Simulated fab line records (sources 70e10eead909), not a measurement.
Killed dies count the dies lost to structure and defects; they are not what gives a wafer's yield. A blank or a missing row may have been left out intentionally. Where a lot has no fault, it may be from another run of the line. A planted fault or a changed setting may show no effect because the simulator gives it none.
Chamber matching | flow nand_harc | rie_diel-09 running NHARC_A_CONTACT_DESCUM_74: 4 sister chambers
The step chemistry O2, time 3 s. 16 wafers are shown with their chamber, then 8 later ones without.

== WAFERS, EACH WITH ITS CHAMBER ==
wafer  | chamber | drypump_motor_current_A (A) | showerhead_plenum_p_Torr (Torr) | oes_product_au (a.u.)
L074.1 | 3       | 4.7                         | 1.91                            | 1.007
L074.2 | 1       | 6.2                         | 1.88                            | 0.975
L074.3 | 0       | 6.1                         | 2.02                            | 1.004
L077.4 | 2       | 5.0                         | 2.07                            | 0.980
L077.5 | 3       | 4.7                         | 1.91                            | 1.003
L077.6 | 0       | 6.2                         | 2.02                            | 1.000
L082.2 | 0       | 6.1                         | 2.01                            | 0.976
L082.4 | 1       | 6.2                         | 1.88                            | 0.975
L082.5 | 3       | 4.7                         | 1.90                            | 0.991
L083.1 | 3       | 4.7                         | 1.90                            | 1.001
L083.5 | 2       | 5.0                         | 2.06                            | 0.991
L083.6 | 1       | 6.2                         | 1.88                            | 0.987
L085.3 | 2       | 5.0                         | 2.06                            | 0.997
L085.4 | 1       | 6.2                         | 1.88                            | 0.985
L085.6 | 1       | 6.2                         | 1.88                            | 0.984
L086.4 | 0       | 6.1                         | 2.01                            | 0.994

SIGNATURES (averages over the wafers above)
reading                  | chamber 0 | chamber 1 | chamber 2 | chamber 3 | scatter within a chamber
drypump_motor_current_A  | 6.125     | 6.200     | 5.000     | 4.700     | 0.025
showerhead_plenum_p_Torr | 2.0150    | 1.8800    | 2.0633    | 1.9050    | 0.00471
oes_product_au           | 0.99350   | 0.98120   | 0.98933   | 1.00050   | 0.00856
Rule: distance of a wafer from a chamber = root of the sum over the readings of ((wafer's reading minus chamber's mean) / reading's scatter) squared. If the next closest chamber is less than 2 further off than the closest, the wafer can't be placed; otherwise it belongs to the closest. The scatter: take each reading less its chamber's mean, square it, sum over the shown wafers, divide by the number of wafers less the number of chambers, and take the root.

== WAFERS MISSING THEIR CHAMBER ==
wafer  | drypump_motor_current_A (A) | showerhead_plenum_p_Torr (Torr) | oes_product_au (a.u.)
L086.5 | 6.2                         | 1.88                            | 0.994
L086.6 | 6.1                         | 2.01                            | 1.001
L092.1 | 5.0                         | 2.05                            | 0.988
L092.2 | 6.2                         | 2.00                            | 1.013
L092.4 | 4.7                         | 1.89                            | 1.004
L096.4 | 5.0                         | 2.05                            | 0.990
L096.5 | 4.7                         | 1.89                            | 1.004
L096.6 | 4.9                         | 2.05                            | 0.998

== WHICH CHAMBER EACH WENT THROUGH ==
wafer  | from the rows above | in truth
L086.5 | 1                   | 1
L086.6 | 0                   | 0
L092.1 | 2                   | 2
L092.2 | 0                   | 0
L092.4 | 3                   | 3
L096.4 | 2                   | 2
L096.5 | 3                   | 3
L096.6 | 2                   | 2
8 of 8 placed correctly. From these rows, 0 cannot be placed. Number placed wrongly: 0.
